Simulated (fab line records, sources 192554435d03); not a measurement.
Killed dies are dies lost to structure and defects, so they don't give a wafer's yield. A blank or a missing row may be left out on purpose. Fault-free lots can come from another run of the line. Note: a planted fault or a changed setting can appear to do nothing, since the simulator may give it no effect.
Split-lot study    flow n5_finfet    21 wafers read across 7 lots, on a route 1938 steps long

== ABOUT THE SPLIT ==
At N5_ZERO_LAYER_PECVD_02 (deposits SiO2 from SiH4/N2O, target thk 10 nm, time 6 s), the setting time_s was moved away from the recipe's 6 s on 2 of the 21 wafers read, by -12.2% to -10.0%. For the rest of the wafers, this setting stayed at what the recipe calls for.

Reading taken at the split's own step.

== THE READING ==
SiO2_of_ZERO_LAYER_PECVD_02.thk_nm (the simulator's own value, which no gauge read), in nm, at N5_ZERO_LAYER_PECVD_02 (deposits SiO2 from SiH4/N2O, target thk 10 nm, time 6 s). The file gives no usual value for it. The 19 wafers here that ran the recipe average 9.995 nm, standard deviation 0.16 nm.

wafer   tool, chamber at the split  time_s as run, s  against the recipe  SiO2_of_ZERO_LAYER_PECVD_02.thk_nm, nm  against lot-mates on the recipe
L079.1  pecvd-04, 1                 6                 recipe              9.827                                   -
L079.4  pecvd-04, 0                 6                 recipe              10.04                                   -
L079.5  pecvd-04, 1                 6                 recipe              10.08                                   -
L081.2  pecvd-03, 2                 6                 recipe              9.927                                   -
L081.3  pecvd-03, 0                 6                 recipe              9.987                                   -
L081.6  pecvd-03, 1                 6                 recipe              10.34                                   -
L083.1  pecvd-03, 0                 6                 recipe              9.925                                   -
L083.3  pecvd-03, 1                 6                 recipe              10.11                                   -
L083.5  pecvd-03, 0                 5.267             -12.2%              8.784                                   -1.233
L086.3  pecvd-04, 1                 6                 recipe              9.907                                   -
L086.5  pecvd-04, 0                 6                 recipe              9.753                                   -
L086.6  pecvd-04, 1                 6                 recipe              10.13                                   -
L090.1  pecvd-03, 1                 5.399             -10.0%              8.961                                   -1.097
L090.5  pecvd-03, 1                 6                 recipe              10.18                                   -
L090.6  pecvd-03, 0                 6                 recipe              9.935                                   -
L091.1  pecvd-03, 2                 6                 recipe              9.774                                   -
L091.2  pecvd-03, 1                 6                 recipe              10.17                                   -
L091.5  pecvd-03, 2                 6                 recipe              10.05                                   -
L092.4  pecvd-04, 2                 6                 recipe              10.09                                   -
L092.5  pecvd-04, 0                 6                 recipe              9.685                                   -
L092.6  pecvd-04, 1                 6                 recipe              9.986                                   -

FIT RESULTS
A straight line over all 21 wafers: SiO2_of_ZERO_LAYER_PECVD_02.thk_nm changes by +0.101 nm for each +1% of time_s; r = +0.91; the points scatter about the line by 0.16 nm.
The same after taking each lot's own level away (the mean of its wafers on the recipe; 21 wafers): +0.104 nm for each +1%; r = +0.92; scatter 0.15 nm.
That fit puts the effect of the largest move of time_s on the reading at 1.3 nm.
The span of the lots' own levels, 9.9203 to 10.0847 nm, comes to 1.0 times the standard deviation stated above.
The two slopes are in agreement: the lot-to-lot level therefore moves the slope only a little.
Check: with one of the wafers moved furthest among these (-12.2%) left out of the fit, the line predicts -1.34 nm for it against its lot-mates. It came out at -1.23 nm against them.

== THE FILE'S OWN FIT ==
SiO2_of_ZERO_LAYER_PECVD_02.thk_nm changes by +0.104 nm for each +1% of time_s, r = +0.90.
